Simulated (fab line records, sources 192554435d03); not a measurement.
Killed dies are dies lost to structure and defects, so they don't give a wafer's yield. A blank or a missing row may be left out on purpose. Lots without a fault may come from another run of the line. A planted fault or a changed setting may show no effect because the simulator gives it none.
Chamber matching | flow n5_finfet | N5_BEOL_M15_TRENCH_ETCH_34 on rie_diel-01: 4 sister chambers
The step etches SiO2 in C4F8/O2/Ar, target depth 872.93 nm, time 199 s. 18 wafers are shown with their chamber, then 9 later ones without.

WAFERS WITH THEIR CHAMBER
wafer  | chamber | rf_vpp_V (V) | drypump_motor_current_A (A) | showerhead_plenum_p_Torr (Torr)
L079.1 | 0       | 2267         | 6.8                         | 3.59
L079.5 | 2       | 2263         | 5.3                         | 3.37
L079.6 | 1       | 2230         | 5.5                         | 3.45
L082.1 | 1       | 2231         | 5.5                         | 3.45
L082.3 | 2       | 2261         | 5.3                         | 3.37
L082.4 | 3       | 2220         | 5.3                         | 3.47
L086.2 | 1       | 2230         | 5.5                         | 3.45
L086.4 | 2       | 2262         | 5.3                         | 3.37
L086.6 | 1       | 2229         | 5.5                         | 3.45
L088.1 | 2       | 2262         | 5.4                         | 3.37
L088.5 | 0       | 2267         | 6.8                         | 3.58
L088.6 | 3       | 2219         | 5.2                         | 3.47
L089.3 | 2       | 2258         | 5.3                         | 3.36
L089.4 | 0       | 2267         | 6.8                         | 3.58
L089.5 | 2       | 2261         | 5.3                         | 3.36
L090.2 | 0       | 2267         | 6.8                         | 3.58
L090.5 | 1       | 2230         | 5.5                         | 3.44
L090.6 | 2       | 2260         | 5.3                         | 3.36

SIGNATURES (means of the wafers above)
reading                  | chamber 0 | chamber 1 | chamber 2 | chamber 3 | scatter within a chamber
rf_vpp_V                 | 2267.00   | 2230.00   | 2261.00   | 2219.50   | 1.15
drypump_motor_current_A  | 6.800     | 5.500     | 5.314     | 5.250     | 0.0311
showerhead_plenum_p_Torr | 3.5825    | 3.4480    | 3.3657    | 3.4700    | 0.00483
Rule: a wafer's distance from a chamber is the root of the sum, over the readings, of the square of ((its reading less the chamber's mean) divided by the reading's scatter). The wafer belongs to the nearest chamber; if the next one is less than 2 further off, it can't be placed. The scatter: the root of (the sum of the squares of (reading less its chamber's mean) over the shown wafers, divided by (wafers less chambers)).

WAFERS WITHOUT THEIR CHAMBER
wafer  | rf_vpp_V (V) | drypump_motor_current_A (A) | showerhead_plenum_p_Torr (Torr)
L092.2 | 2229         | 5.5                         | 3.44
L092.3 | 2268         | 6.7                         | 3.58
L092.4 | 2220         | 5.2                         | 3.46
L094.2 | 2266         | 6.7                         | 3.57
L094.3 | 2228         | 5.5                         | 3.44
L094.5 | 2228         | 5.5                         | 3.44
L096.2 | 2222         | 5.2                         | 3.46
L096.3 | 2266         | 6.7                         | 3.57
L096.6 | 2259         | 5.3                         | 3.36

WHICH CHAMBER EACH WENT THROUGH
wafer  | from the rows above | in truth
L092.2 | 1                   | 1
L092.3 | 0                   | 0
L092.4 | 3                   | 3
L094.2 | 0                   | 0
L094.3 | 1                   | 1
L094.5 | 1                   | 1
L096.2 | 3                   | 3
L096.3 | 0                   | 0
L096.6 | 2                   | 2
Placed correctly: 9 of 9. Can't be placed from these rows: 0. Placed wrongly: 0.
